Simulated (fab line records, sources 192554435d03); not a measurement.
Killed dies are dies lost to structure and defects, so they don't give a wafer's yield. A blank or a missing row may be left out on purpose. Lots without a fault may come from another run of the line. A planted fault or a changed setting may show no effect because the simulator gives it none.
Split-lot experiment | flow n5_finfet | 7 lots, 21 wafers read, on a route of 1938 steps

THE SPLIT
At N5_BEOL_M2_DESCUM_33 (chemistry O2, time 7 s), the setting time_s was moved away from the recipe's 7 s on 8 of the 21 wafers read, by -18.4% to +15.9%. The other wafers ran this setting at the recipe's value.

FROM THE SPLIT TO THE READING: what the file shows between them, 3 steps
- N5_BEOL_M2_ETCH_77: etches underlayer in N2/H2, target depth 6.5 nm, time 5.2 s
- N5_BEOL_M2_ETCH_69: etches SiARC in CF4, target depth 15.6 nm, time 26 s
- N5_BEOL_M2_ALD_98: deposits SiO2, target thk 2.5 nm, pulse time 1 s, co reactant pulse time 1 s (also split here: ald_cycles)

THE READING
CAR-EUV_of_BEOL_M2_COAT_22.thk_nm (the simulator's own value, which no gauge read), in nm, at N5_BEOL_M2_ETCHBACK_99 (etches SiO2 in CHF3, target depth 5 nm, time 10.4 s). The file gives no usual value for it. The 13 wafers here that ran the recipe average 10.4 nm, standard deviation 0.12 nm.

wafer  | tool, chamber at the split | time_s as run, s | against the recipe | CAR-EUV_of_BEOL_M2_COAT_22.thk_nm, nm | against lot-mates on the recipe
L075.2 | rie_diel-06, 0             | 7                | recipe             | 10.2                                  | -
L075.3 | rie_diel-06, 1             | 6.343            | -9.4%              | 10.8                                  | +0.5
L075.6 | rie_diel-06, 1             | 7                | recipe             | 10.4                                  | -
L083.1 | rie_diel-03, 1             | 7                | recipe             | 10.6                                  | -
L083.4 | rie_diel-03, 3,0           | 6.069            | -13.3%             | 10.8                                  | +0.2
L083.5 | rie_diel-03, 3,0           | 6.069            | -13.3%             | 11                                    | +0.4
L087.2 | rie_diel-03, 2             | 7                | recipe             | 10.4                                  | -
L087.3 | rie_diel-03, 3,1           | 7                | recipe             | 10.4                                  | -
L087.6 | rie_diel-03, 3,1           | 7                | recipe             | 10.4                                  | -
L086.3 | rie_diel-02, 1             | 7                | recipe             | 10.4                                  | -
L086.5 | rie_diel-02, 3             | 7                | recipe             | 10.4                                  | -
L086.6 | rie_diel-02, 0             | 5.715            | -18.4%             | 11                                    | +0.6
L093.2 | rie_diel-03, 1             | 7                | recipe             | 10.6                                  | -
L093.5 | rie_diel-03, 1,0           | 7.741            | +10.6%             | 10.2                                  | -0.4
L093.6 | rie_diel-03, 1,0           | 7.741            | +10.6%             | 10.2                                  | -0.4
L091.2 | rie_diel-02, 2             | 8.114            | +15.9%             | 10                                    | -0.6
L091.5 | rie_diel-02, 0             | 8.114            | +15.9%             | 10                                    | -0.6
L091.3 | rie_diel-02, 1             | 7                | recipe             | 10.6                                  | -
L095.2 | rie_diel-03, 2,3           | 7                | recipe             | 10.4                                  | -
L095.6 | rie_diel-03, 1             | 7                | recipe             | 10.4                                  | -
L095.3 | rie_diel-03, 2,3           | 7                | recipe             | 10.6                                  | -
Where a row lists several chambers, the file gives one row for several wafers and doesn't say which wafer went through which chamber.

THE FIT
A straight line over all 21 wafers: CAR-EUV_of_BEOL_M2_COAT_22.thk_nm changes by -0.0298 nm for each +1% of time_s; r = -0.93; the points scatter about the line by 0.1 nm.
The same after taking each lot's own level away (the mean of its wafers on the recipe; 21 wafers): -0.034 nm for each +1%; r = -0.96; scatter 0.089 nm.
On that fit, the largest move of time_s shifts the reading by 0.62 nm.
The lots' own levels span 10.30 to 10.60 nm, that is 2.6 times the standard deviation above.
So the lot-to-lot level changes the slope: the two fits differ.
Check: with one of the wafers moved furthest among these (-18.4%) left out of the fit, the line predicts +0.61 nm for it against its lot-mates. It came out at +0.6 nm against them.

OTHER SPLITS ON THESE WAFERS
These wafers also went through other splits before the reading. Each is held against what the fit with the lots' levels taken away leaves over:
other split on the same wafers | wafers away from the commonest value | r with CAR-EUV_of_BEOL_M2_COAT_22.thk_nm (lot level and that fit taken away)
N5_BEOL_M2_ALD_98 ald_cycles   | 9                                    | -0.15

THE WHOLE CHAIN: every reading that the file lists as answering this split, in the file's order
step                   | what it does                                                | reading                                                                            | change (the file's fit)                | r (the file's)
N5_BEOL_M2_DESCUM_33   | chemistry O2, time 7 s                                      | CAR-EUV_of_BEOL_M2_COAT_22.thk_nm (the simulator's own value, which no gauge read) | -0.0376 nm for each +1% of the setting | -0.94
N5_BEOL_M2_ETCH_77     | etches underlayer in N2/H2, target depth 6.5 nm, time 5.2 s | CAR-EUV_of_BEOL_M2_COAT_22.thk_nm (the simulator's own value, which no gauge read) | -0.0368 nm for each +1% of the setting | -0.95
N5_BEOL_M2_ETCH_69     | etches SiARC in CF4, target depth 15.6 nm, time 26 s        | CAR-EUV_of_BEOL_M2_COAT_22.thk_nm (the simulator's own value, which no gauge read) | -0.0338 nm for each +1% of the setting | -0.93
N5_BEOL_M2_ETCHBACK_99 | etches SiO2 in CHF3, target depth 5 nm, time 10.4 s         | CAR-EUV_of_BEOL_M2_COAT_22.thk_nm (the simulator's own value, which no gauge read) | -0.0346 nm for each +1% of the setting | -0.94

THE FILE'S OWN FIT
CAR-EUV_of_BEOL_M2_COAT_22.thk_nm changes by -0.0346 nm for each +1% of time_s, r = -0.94.
